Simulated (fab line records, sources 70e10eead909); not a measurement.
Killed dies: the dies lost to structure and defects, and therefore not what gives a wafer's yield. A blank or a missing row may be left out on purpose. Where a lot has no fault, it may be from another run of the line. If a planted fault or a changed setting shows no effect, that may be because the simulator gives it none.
Which tool did it? || flow nandHarc || 24 lots with 72 wafers sampled at 4 steps, on a route of 1302 steps

## WHAT EACH GAUGE READ, for each wafer
NHARC_A_CHANNEL_HOLE_D2_CD_MEAS_18. Usual: cdNm reads 99 nm (standard deviation 3.5).
{"lot": "L074", "measured": "day 13 09:02", "on": "cdSem-01", "cdNm (nm)": "101 93 98", "flag": ""}
{"lot": "L075", "measured": "day 13 09:20", "on": "cdSem-03", "cdNm (nm)": "100 103 104", "flag": ""}
{"lot": "L076", "measured": "day 14 07:02", "on": "cdSem-02", "cdNm (nm)": "96 97 96", "flag": ""}
{"lot": "L077", "measured": "day 14 09:52", "on": "cdSem-01", "cdNm (nm)": "103 102 102", "flag": ""}
{"lot": "L079", "measured": "day 14 23:31", "on": "cdSem-02", "cdNm (nm)": "98 102 99", "flag": ""}
{"lot": "L078", "measured": "day 14 23:46", "on": "cdSem-03", "cdNm (nm)": "97 95 97", "flag": ""}
{"lot": "L080", "measured": "day 16 07:11", "on": "cdSem-03", "cdNm (nm)": "95 95 91", "flag": ""}
{"lot": "L081", "measured": "day 16 07:43", "on": "cdSem-03", "cdNm (nm)": "99 101 97", "flag": ""}
{"lot": "L082", "measured": "day 16 22:30", "on": "cdSem-02", "cdNm (nm)": "103 99 107", "flag": ""}
{"lot": "L083", "measured": "day 17 00:46", "on": "cdSem-02", "cdNm (nm)": "98 98 102", "flag": ""}
{"lot": "L084", "measured": "day 17 14:23", "on": "cdSem-02", "cdNm (nm)": "95 94 95", "flag": ""}
{"lot": "L085", "measured": "day 17 14:32", "on": "cdSem-01", "cdNm (nm)": "103 95 100", "flag": ""}
{"lot": "L086", "measured": "day 17 20:30", "on": "cdSem-03", "cdNm (nm)": "94 97 98", "flag": ""}
{"lot": "L088", "measured": "day 19 05:27", "on": "cdSem-03", "cdNm (nm)": "100 98 101", "flag": ""}
{"lot": "L089", "measured": "day 19 06:13", "on": "cdSem-01", "cdNm (nm)": "102 102 104", "flag": ""}
{"lot": "L087", "measured": "day 19 17:34", "on": "cdSem-03", "cdNm (nm)": "100 104 103", "flag": ""}
{"lot": "L090", "measured": "day 20 02:12", "on": "cdSem-02", "cdNm (nm)": "96 99 99", "flag": ""}
{"lot": "L091", "measured": "day 20 07:23", "on": "cdSem-02", "cdNm (nm)": "106 103 101", "flag": ""}
{"lot": "L092", "measured": "day 20 20:36", "on": "cdSem-03", "cdNm (nm)": "94 93 99", "flag": ""}
{"lot": "L093", "measured": "day 21 17:34", "on": "cdSem-01", "cdNm (nm)": "95 97 96", "flag": ""}
{"lot": "L094", "measured": "day 21 17:43", "on": "cdSem-03", "cdNm (nm)": "105 99 100", "flag": ""}
{"lot": "L095", "measured": "day 22 00:17", "on": "cdSem-01", "cdNm (nm)": "96 98 101", "flag": ""}
{"lot": "L096", "measured": "day 22 13:03", "on": "cdSem-01", "cdNm (nm)": "101 102 105", "flag": ""}
{"lot": "L097", "measured": "day 22 14:05", "on": "cdSem-03", "cdNm (nm)": "95 98 102", "flag": ""}

NHARC_A_CHANNEL_HOLE_D2_INSPECT_40. Usual: rawDefectCount reads 278 (standard deviation 75).
{"lot": "L074", "measured": "day 13 14:49", "on": "defectInspect-01", "rawDefectCount": "307 302 267", "flag": ""}
{"lot": "L075", "measured": "day 13 15:11", "on": "defectInspect-01", "rawDefectCount": "427 314 413", "flag": ""}
{"lot": "L076", "measured": "day 14 12:50", "on": "defectInspect-01", "rawDefectCount": "270 323 243", "flag": ""}
{"lot": "L077", "measured": "day 14 15:40", "on": "defectInspect-01", "rawDefectCount": "354 232 202", "flag": ""}
{"lot": "L079", "measured": "day 15 05:19", "on": "defectInspect-02", "rawDefectCount": "263 253 266", "flag": ""}
{"lot": "L078", "measured": "day 15 05:47", "on": "defectInspect-02", "rawDefectCount": "194 320 317", "flag": ""}
{"lot": "L080", "measured": "day 16 16:13", "on": "defectInspect-02", "rawDefectCount": "263 251 287", "flag": ""}
{"lot": "L081", "measured": "day 16 18:47", "on": "defectInspect-02", "rawDefectCount": "312 352 475", "flag": ""}
{"lot": "L082", "measured": "day 17 04:20", "on": "defectInspect-01", "rawDefectCount": "178 245 189", "flag": ""}
{"lot": "L083", "measured": "day 17 12:16", "on": "defectInspect-02", "rawDefectCount": "188 171 188", "flag": ""}
{"lot": "L084", "measured": "day 18 00:28", "on": "defectInspect-01", "rawDefectCount": "315 335 335", "flag": ""}
{"lot": "L085", "measured": "day 18 04:02", "on": "defectInspect-02", "rawDefectCount": "222 215 256", "flag": ""}
{"lot": "L086", "measured": "day 18 08:47", "on": "defectInspect-01", "rawDefectCount": "273 240 336", "flag": ""}
{"lot": "L088", "measured": "day 19 11:16", "on": "defectInspect-02", "rawDefectCount": "217 157 230", "flag": ""}
{"lot": "L089", "measured": "day 19 12:02", "on": "defectInspect-01", "rawDefectCount": "350 362 307", "flag": ""}
{"lot": "L087", "measured": "day 19 23:22", "on": "defectInspect-01", "rawDefectCount": "448 280 304", "flag": ""}
{"lot": "L090", "measured": "day 20 07:59", "on": "defectInspect-01", "rawDefectCount": "276 352 471", "flag": ""}
{"lot": "L091", "measured": "day 20 13:11", "on": "defectInspect-01", "rawDefectCount": "256 415 381", "flag": ""}
{"lot": "L092", "measured": "day 21 05:24", "on": "defectInspect-02", "rawDefectCount": "237 169 208", "flag": ""}
{"lot": "L093", "measured": "day 21 23:29", "on": "defectInspect-01", "rawDefectCount": "474 359 368", "flag": ""}
{"lot": "L094", "measured": "day 21 23:30", "on": "defectInspect-02", "rawDefectCount": "188 255 133", "flag": ""}
{"lot": "L095", "measured": "day 22 06:04", "on": "defectInspect-02", "rawDefectCount": "283 345 173", "flag": ""}
{"lot": "L096", "measured": "day 22 21:43", "on": "defectInspect-01", "rawDefectCount": "235 212 306", "flag": ""}
{"lot": "L097", "measured": "day 22 22:25", "on": "defectInspect-02", "rawDefectCount": "215 291 347", "flag": ""}

## EACH LOT AND THE TOOL THAT RAN IT (in order: tool; ch and the chambers of the sampled wafers; start)
{"lot": "L074", "NHARC_A_CHANNEL_HOLE_D2_ETCH_38": "rieDiel-04 ch 1,2, day 13 08:00", "NHARC_A_CHANNEL_HOLE_D2_ETCH_19": "harEtch-01 ch 0,1, day 13 09:06"}
{"lot": "L075", "NHARC_A_CHANNEL_HOLE_D2_ETCH_38": "rieDiel-05 ch 1,3, day 13 08:19", "NHARC_A_CHANNEL_HOLE_D2_ETCH_19": "harEtch-02 ch 0,1, day 13 09:29"}
{"lot": "L076", "NHARC_A_CHANNEL_HOLE_D2_ETCH_38": "rieDiel-05 ch 0,2,3, day 14 06:01", "NHARC_A_CHANNEL_HOLE_D2_ETCH_19": "harEtch-01 ch 0,1, day 14 07:07"}
{"lot": "L077", "NHARC_A_CHANNEL_HOLE_D2_ETCH_38": "rieDiel-08 ch 0,2, day 14 08:51", "NHARC_A_CHANNEL_HOLE_D2_ETCH_19": "harEtch-02 ch 0,1, day 14 09:58"}
{"lot": "L079", "NHARC_A_CHANNEL_HOLE_D2_ETCH_38": "rieDiel-05 ch 0,2,3, day 14 22:29", "NHARC_A_CHANNEL_HOLE_D2_ETCH_19": "harEtch-01 ch 0,1, day 14 23:35"}
{"lot": "L078", "NHARC_A_CHANNEL_HOLE_D2_ETCH_38": "rieDiel-08 ch 1,2,3, day 14 22:45", "NHARC_A_CHANNEL_HOLE_D2_ETCH_19": "harEtch-02 ch 0,1, day 15 00:07"}
{"lot": "L080", "NHARC_A_CHANNEL_HOLE_D2_ETCH_38": "rieDiel-04 ch 0,1,2, day 16 06:10", "NHARC_A_CHANNEL_HOLE_D2_ETCH_19": "harEtch-01 ch 0,1, day 16 10:28"}
{"lot": "L081", "NHARC_A_CHANNEL_HOLE_D2_ETCH_38": "rieDiel-08 ch 0,1,3, day 16 06:41", "NHARC_A_CHANNEL_HOLE_D2_ETCH_19": "harEtch-02 ch 0,1, day 16 13:02"}
{"lot": "L082", "NHARC_A_CHANNEL_HOLE_D2_ETCH_38": "rieDiel-05 ch 0,1,3, day 16 21:29", "NHARC_A_CHANNEL_HOLE_D2_ETCH_19": "harEtch-01 ch 0,1, day 16 22:37"}
{"lot": "L083", "NHARC_A_CHANNEL_HOLE_D2_ETCH_38": "rieDiel-05 ch 0,1,2, day 16 23:44", "NHARC_A_CHANNEL_HOLE_D2_ETCH_19": "harEtch-01 ch 0,1, day 17 06:34"}
{"lot": "L084", "NHARC_A_CHANNEL_HOLE_D2_ETCH_38": "rieDiel-04 ch 0,1, day 17 13:21", "NHARC_A_CHANNEL_HOLE_D2_ETCH_19": "harEtch-01 ch 0,1, day 17 18:47"}
{"lot": "L085", "NHARC_A_CHANNEL_HOLE_D2_ETCH_38": "rieDiel-05 ch 0,1,2, day 17 13:31", "NHARC_A_CHANNEL_HOLE_D2_ETCH_19": "harEtch-02 ch 0,1, day 17 22:21"}
{"lot": "L086", "NHARC_A_CHANNEL_HOLE_D2_ETCH_38": "rieDiel-05 ch 1,2,3, day 17 19:29", "NHARC_A_CHANNEL_HOLE_D2_ETCH_19": "harEtch-01 ch 0,1, day 18 03:05"}
{"lot": "L088", "NHARC_A_CHANNEL_HOLE_D2_ETCH_38": "rieDiel-05 ch 0,2, day 19 04:26", "NHARC_A_CHANNEL_HOLE_D2_ETCH_19": "harEtch-02 ch 0,1, day 19 05:34"}
{"lot": "L089", "NHARC_A_CHANNEL_HOLE_D2_ETCH_38": "rieDiel-08 ch 0,1,3, day 19 05:11", "NHARC_A_CHANNEL_HOLE_D2_ETCH_19": "harEtch-01 ch 0,1, day 19 06:19"}
{"lot": "L087", "NHARC_A_CHANNEL_HOLE_D2_ETCH_38": "rieDiel-05 ch 0,1,2, day 19 16:33", "NHARC_A_CHANNEL_HOLE_D2_ETCH_19": "harEtch-01 ch 0,1, day 19 17:38"}
{"lot": "L090", "NHARC_A_CHANNEL_HOLE_D2_ETCH_38": "rieDiel-05 ch 2,3, day 20 01:00", "NHARC_A_CHANNEL_HOLE_D2_ETCH_19": "harEtch-02 ch 0,1, day 20 02:17"}
{"lot": "L091", "NHARC_A_CHANNEL_HOLE_D2_ETCH_38": "rieDiel-08 ch 0,1,2, day 20 06:23", "NHARC_A_CHANNEL_HOLE_D2_ETCH_19": "harEtch-02 ch 0,1, day 20 07:28"}
{"lot": "L092", "NHARC_A_CHANNEL_HOLE_D2_ETCH_38": "rieDiel-04 ch 1,2,3, day 20 19:34", "NHARC_A_CHANNEL_HOLE_D2_ETCH_19": "harEtch-02 ch 0,1, day 20 23:43"}
{"lot": "L093", "NHARC_A_CHANNEL_HOLE_D2_ETCH_38": "rieDiel-04 ch 0,2,3, day 21 16:33", "NHARC_A_CHANNEL_HOLE_D2_ETCH_19": "harEtch-01 ch 0,1, day 21 17:40"}
{"lot": "L094", "NHARC_A_CHANNEL_HOLE_D2_ETCH_38": "rieDiel-05 ch 0,1, day 21 16:41", "NHARC_A_CHANNEL_HOLE_D2_ETCH_19": "harEtch-02 ch 0,1, day 21 17:48"}
{"lot": "L095", "NHARC_A_CHANNEL_HOLE_D2_ETCH_38": "rieDiel-05 ch 0,2, day 21 23:16", "NHARC_A_CHANNEL_HOLE_D2_ETCH_19": "harEtch-02 ch 0,1, day 22 00:22"}
{"lot": "L096", "NHARC_A_CHANNEL_HOLE_D2_ETCH_38": "rieDiel-08 ch 0,1,2, day 22 12:02", "NHARC_A_CHANNEL_HOLE_D2_ETCH_19": "harEtch-02 ch 0,1, day 22 16:05"}
{"lot": "L097", "NHARC_A_CHANNEL_HOLE_D2_ETCH_38": "rieDiel-05 ch 0,2,3, day 22 13:04", "NHARC_A_CHANNEL_HOLE_D2_ETCH_19": "harEtch-01 ch 0,1, day 22 16:41"}
- NHARC_A_CHANNEL_HOLE_D2_ETCH_38: etches the open film in CF4, target depth 39 nm, time 65 s.
- NHARC_A_CHANNEL_HOLE_D2_ETCH_19: etches the open film in C4F8/O2/Ar, time 34.5 s.

## WHAT THE TOOLS THEMSELVES READ (means of the sampled wafers that have a number; where no wafer has one, the mark that the record gives instead)
NHARC_A_CHANNEL_HOLE_D2_ETCH_38. Usual: drypumpMotorCurrentA 5.6 A, standard deviation 0.48; oesProductAu 1.003 a.u., standard deviation 0.01; rfVppV 151.0 V, standard deviation 1.3; showerheadPlenumPTorr 1.75 Torr, standard deviation 0.071; throttleValvePct 13.284 %, standard deviation 0.0092.
{"lot": "L074", "tool": "rieDiel-04", "drypumpMotorCurrentA (A)": 5.6, "oesProductAu (a.u.)": 1.011, "rfVppV (V)": 151.8, "showerheadPlenumPTorr (Torr)": 1.80, "throttleValvePct (%)": 13.282, "flag": ""}
{"lot": "L075", "tool": "rieDiel-05", "drypumpMotorCurrentA (A)": 5.2, "oesProductAu (a.u.)": 0.986, "rfVppV (V)": 151.6, "showerheadPlenumPTorr (Torr)": 1.79, "throttleValvePct (%)": 13.283, "flag": ""}
{"lot": "L076", "tool": "rieDiel-05", "drypumpMotorCurrentA (A)": 5.8, "oesProductAu (a.u.)": 0.995, "rfVppV (V)": 150.6, "showerheadPlenumPTorr (Torr)": 1.71, "throttleValvePct (%)": 13.275, "flag": ""}
{"lot": "L077", "tool": "rieDiel-08", "drypumpMotorCurrentA (A)": 5.2, "oesProductAu (a.u.)": 1.005, "rfVppV (V)": 150.1, "showerheadPlenumPTorr (Torr)": 1.67, "throttleValvePct (%)": 13.294, "flag": ""}
{"lot": "L079", "tool": "rieDiel-05", "drypumpMotorCurrentA (A)": 5.8, "oesProductAu (a.u.)": 1.008, "rfVppV (V)": 150.1, "showerheadPlenumPTorr (Torr)": 1.71, "throttleValvePct (%)": 13.288, "flag": ""}
{"lot": "L078", "tool": "rieDiel-08", "drypumpMotorCurrentA (A)": 5.5, "oesProductAu (a.u.)": 1.002, "rfVppV (V)": 150.4, "showerheadPlenumPTorr (Torr)": 1.75, "throttleValvePct (%)": 13.283, "flag": ""}
{"lot": "L080", "tool": "rieDiel-04", "drypumpMotorCurrentA (A)": 5.4, "oesProductAu (a.u.)": 1.011, "rfVppV (V)": 151.2, "showerheadPlenumPTorr (Torr)": 1.80, "throttleValvePct (%)": 13.287, "flag": ""}
{"lot": "L081", "tool": "rieDiel-08", "drypumpMotorCurrentA (A)": 5.8, "oesProductAu (a.u.)": 0.992, "rfVppV (V)": 151.0, "showerheadPlenumPTorr (Torr)": 1.73, "throttleValvePct (%)": 13.279, "flag": ""}
{"lot": "L082", "tool": "rieDiel-05", "drypumpMotorCurrentA (A)": 5.6, "oesProductAu (a.u.)": 1.012, "rfVppV (V)": 152.1, "showerheadPlenumPTorr (Torr)": 1.77, "throttleValvePct (%)": 13.290, "flag": ""}
{"lot": "L083", "tool": "rieDiel-05", "drypumpMotorCurrentA (A)": 5.7, "oesProductAu (a.u.)": 1.011, "rfVppV (V)": 151.8, "showerheadPlenumPTorr (Torr)": 1.76, "throttleValvePct (%)": 13.282, "flag": ""}
{"lot": "L084", "tool": "rieDiel-04", "drypumpMotorCurrentA (A)": 5.5, "oesProductAu (a.u.)": 1.002, "rfVppV (V)": 152.4, "showerheadPlenumPTorr (Torr)": 1.83, "throttleValvePct (%)": 13.294, "flag": ""}
{"lot": "L085", "tool": "rieDiel-05", "drypumpMotorCurrentA (A)": 5.7, "oesProductAu (a.u.)": 1.005, "rfVppV (V)": 151.2, "showerheadPlenumPTorr (Torr)": 1.76, "throttleValvePct (%)": 13.293, "flag": ""}
{"lot": "L086", "tool": "rieDiel-05", "drypumpMotorCurrentA (A)": 5.4, "oesProductAu (a.u.)": 1.002, "rfVppV (V)": 150.6, "showerheadPlenumPTorr (Torr)": 1.72, "throttleValvePct (%)": 13.282, "flag": ""}
{"lot": "L088", "tool": "rieDiel-05", "drypumpMotorCurrentA (A)": 6.0, "oesProductAu (a.u.)": 1.002, "rfVppV (V)": 150.4, "showerheadPlenumPTorr (Torr)": 1.70, "throttleValvePct (%)": 13.280, "flag": ""}
{"lot": "L089", "tool": "rieDiel-08", "drypumpMotorCurrentA (A)": 5.8, "oesProductAu (a.u.)": 0.996, "rfVppV (V)": 150.7, "showerheadPlenumPTorr (Torr)": 1.73, "throttleValvePct (%)": 13.285, "flag": ""}
{"lot": "L087", "tool": "rieDiel-05", "drypumpMotorCurrentA (A)": 5.7, "oesProductAu (a.u.)": 0.994, "rfVppV (V)": 150.9, "showerheadPlenumPTorr (Torr)": 1.76, "throttleValvePct (%)": 13.279, "flag": ""}
{"lot": "L090", "tool": "rieDiel-05", "drypumpMotorCurrentA (A)": 5.4, "oesProductAu (a.u.)": 0.996, "rfVppV (V)": 149.2, "showerheadPlenumPTorr (Torr)": 1.67, "throttleValvePct (%)": 13.283, "flag": ""}
{"lot": "L091", "tool": "rieDiel-08", "drypumpMotorCurrentA (A)": 5.4, "oesProductAu (a.u.)": 1.002, "rfVppV (V)": 149.7, "showerheadPlenumPTorr (Torr)": 1.71, "throttleValvePct (%)": 13.281, "flag": ""}
{"lot": "L092", "tool": "rieDiel-04", "drypumpMotorCurrentA (A)": 5.6, "oesProductAu (a.u.)": 1.011, "rfVppV (V)": 150.8, "showerheadPlenumPTorr (Torr)": 1.79, "throttleValvePct (%)": 13.279, "flag": ""}
{"lot": "L093", "tool": "rieDiel-04", "drypumpMotorCurrentA (A)": 5.4, "oesProductAu (a.u.)": 1.016, "rfVppV (V)": 152.4, "showerheadPlenumPTorr (Torr)": 1.79, "throttleValvePct (%)": 13.284, "flag": ""}
{"lot": "L094", "tool": "rieDiel-05", "drypumpMotorCurrentA (A)": 5.5, "oesProductAu (a.u.)": 1.007, "rfVppV (V)": 152.0, "showerheadPlenumPTorr (Torr)": 1.82, "throttleValvePct (%)": 13.278, "flag": ""}
{"lot": "L095", "tool": "rieDiel-05", "drypumpMotorCurrentA (A)": 6.2, "oesProductAu (a.u.)": 1.000, "rfVppV (V)": 150.9, "showerheadPlenumPTorr (Torr)": 1.75, "throttleValvePct (%)": 13.297, "flag": ""}
{"lot": "L096", "tool": "rieDiel-08", "drypumpMotorCurrentA (A)": 5.4, "oesProductAu (a.u.)": 1.010, "rfVppV (V)": 151.1, "showerheadPlenumPTorr (Torr)": 1.71, "throttleValvePct (%)": 13.282, "flag": ""}
{"lot": "L097", "tool": "rieDiel-05", "drypumpMotorCurrentA (A)": 5.8, "oesProductAu (a.u.)": 0.998, "rfVppV (V)": 149.8, "showerheadPlenumPTorr (Torr)": 1.71, "throttleValvePct (%)": 13.278, "flag": ""}

NHARC_A_CHANNEL_HOLE_D2_ETCH_19. Usual: biasV 1201 V, standard deviation 12; drypumpMotorCurrentA 5.76 A, standard deviation 0.22; showerheadPlenumPTorr 3.71 Torr, standard deviation 0.19; throttleValvePct 37.038 %, standard deviation 0.0083.
{"lot": "L074", "tool": "harEtch-01", "biasV (V)": 1196, "drypumpMotorCurrentA (A)": 5.68, "showerheadPlenumPTorr (Torr)": 3.64, "throttleValvePct (%)": 37.040, "flag": ""}
{"lot": "L075", "tool": "harEtch-02", "biasV (V)": 1195, "drypumpMotorCurrentA (A)": 5.76, "showerheadPlenumPTorr (Torr)": 3.50, "throttleValvePct (%)": 37.033, "flag": ""}
{"lot": "L076", "tool": "harEtch-01", "biasV (V)": 1203, "drypumpMotorCurrentA (A)": 5.65, "showerheadPlenumPTorr (Torr)": 3.68, "throttleValvePct (%)": 37.038, "flag": ""}
{"lot": "L077", "tool": "harEtch-02", "biasV (V)": 1190, "drypumpMotorCurrentA (A)": 5.76, "showerheadPlenumPTorr (Torr)": 3.49, "throttleValvePct (%)": 37.038, "flag": ""}
{"lot": "L079", "tool": "harEtch-01", "biasV (V)": 1196, "drypumpMotorCurrentA (A)": 5.68, "showerheadPlenumPTorr (Torr)": 3.62, "throttleValvePct (%)": 37.034, "flag": ""}
{"lot": "L078", "tool": "harEtch-02", "biasV (V)": 1203, "drypumpMotorCurrentA (A)": 5.95, "showerheadPlenumPTorr (Torr)": 3.48, "throttleValvePct (%)": 37.040, "flag": ""}
{"lot": "L080", "tool": "harEtch-01", "biasV (V)": 1206, "drypumpMotorCurrentA (A)": 5.67, "showerheadPlenumPTorr (Torr)": 3.61, "throttleValvePct (%)": 37.045, "flag": ""}
{"lot": "L081", "tool": "harEtch-02", "biasV (V)": 1203, "drypumpMotorCurrentA (A)": 5.76, "showerheadPlenumPTorr (Torr)": 3.48, "throttleValvePct (%)": 37.036, "flag": ""}
{"lot": "L082", "tool": "harEtch-01", "biasV (V)": 1198, "drypumpMotorCurrentA (A)": 5.67, "showerheadPlenumPTorr (Torr)": 3.61, "throttleValvePct (%)": 37.041, "flag": ""}
{"lot": "L083", "tool": "harEtch-01", "biasV (V)": 1195, "drypumpMotorCurrentA (A)": 5.67, "showerheadPlenumPTorr (Torr)": 3.61, "throttleValvePct (%)": 37.043, "flag": ""}
{"lot": "L084", "tool": "harEtch-01", "biasV (V)": 1208, "drypumpMotorCurrentA (A)": 5.69, "showerheadPlenumPTorr (Torr)": 3.60, "throttleValvePct (%)": 37.030, "flag": ""}
{"lot": "L085", "tool": "harEtch-02", "biasV (V)": 1188, "drypumpMotorCurrentA (A)": 5.95, "showerheadPlenumPTorr (Torr)": 3.98, "throttleValvePct (%)": 37.043, "flag": ""}
{"lot": "L086", "tool": "harEtch-01", "biasV (V)": 1205, "drypumpMotorCurrentA (A)": 5.66, "showerheadPlenumPTorr (Torr)": 3.65, "throttleValvePct (%)": 37.045, "flag": ""}
{"lot": "L088", "tool": "harEtch-02", "biasV (V)": 1216, "drypumpMotorCurrentA (A)": 5.75, "showerheadPlenumPTorr (Torr)": 3.97, "throttleValvePct (%)": 37.036, "flag": ""}
{"lot": "L089", "tool": "harEtch-01", "biasV (V)": 1211, "drypumpMotorCurrentA (A)": 5.65, "showerheadPlenumPTorr (Torr)": 3.64, "throttleValvePct (%)": 37.031, "flag": ""}
{"lot": "L087", "tool": "harEtch-01", "biasV (V)": 1211, "drypumpMotorCurrentA (A)": 5.68, "showerheadPlenumPTorr (Torr)": 3.59, "throttleValvePct (%)": 37.037, "flag": ""}
{"lot": "L090", "tool": "harEtch-02", "biasV (V)": 1210, "drypumpMotorCurrentA (A)": 5.95, "showerheadPlenumPTorr (Torr)": 3.96, "throttleValvePct (%)": 37.042, "flag": ""}
{"lot": "L091", "tool": "harEtch-02", "biasV (V)": 1201, "drypumpMotorCurrentA (A)": 5.76, "showerheadPlenumPTorr (Torr)": 3.96, "throttleValvePct (%)": 37.040, "flag": ""}
{"lot": "L092", "tool": "harEtch-02", "biasV (V)": 1189, "drypumpMotorCurrentA (A)": 5.95, "showerheadPlenumPTorr (Torr)": 3.95, "throttleValvePct (%)": 37.039, "flag": ""}
{"lot": "L093", "tool": "harEtch-01", "biasV (V)": 1204, "drypumpMotorCurrentA (A)": 5.64, "showerheadPlenumPTorr (Torr)": 3.62, "throttleValvePct (%)": 37.039, "flag": ""}
{"lot": "L094", "tool": "harEtch-02", "biasV (V)": 1188, "drypumpMotorCurrentA (A)": 5.94, "showerheadPlenumPTorr (Torr)": 3.95, "throttleValvePct (%)": 37.037, "flag": ""}
{"lot": "L095", "tool": "harEtch-02", "biasV (V)": 1190, "drypumpMotorCurrentA (A)": 5.95, "showerheadPlenumPTorr (Torr)": 3.94, "throttleValvePct (%)": 37.032, "flag": ""}
{"lot": "L096", "tool": "harEtch-02", "biasV (V)": 1208, "drypumpMotorCurrentA (A)": 5.94, "showerheadPlenumPTorr (Torr)": 3.94, "throttleValvePct (%)": 37.032, "flag": ""}
{"lot": "L097", "tool": "harEtch-01", "biasV (V)": 1205, "drypumpMotorCurrentA (A)": 5.64, "showerheadPlenumPTorr (Torr)": 3.61, "throttleValvePct (%)": 37.036, "flag": ""}

## THE ANSWER, worked out from the rows above alone
Rule: take the mean of a lot's wafers that have a number; if it is more than 3 standard deviations from the usual mean, the lot is off. A lot without any number at a reading at which 4 lots or more have one is off too. Where the step has rows for the other lots, those lots are counted as sound. After the gauges, taken in route order, come the tools' own readings; for these a lot's mean is taken, as printed above. The first step at which some lot is off is used, and at that step the reading that is off furthest; a lot without a number counts as furthest.
None of the lots is off at any reading shown; this tells nothing.

## WHAT THE SIMULATOR HAD PUT IN
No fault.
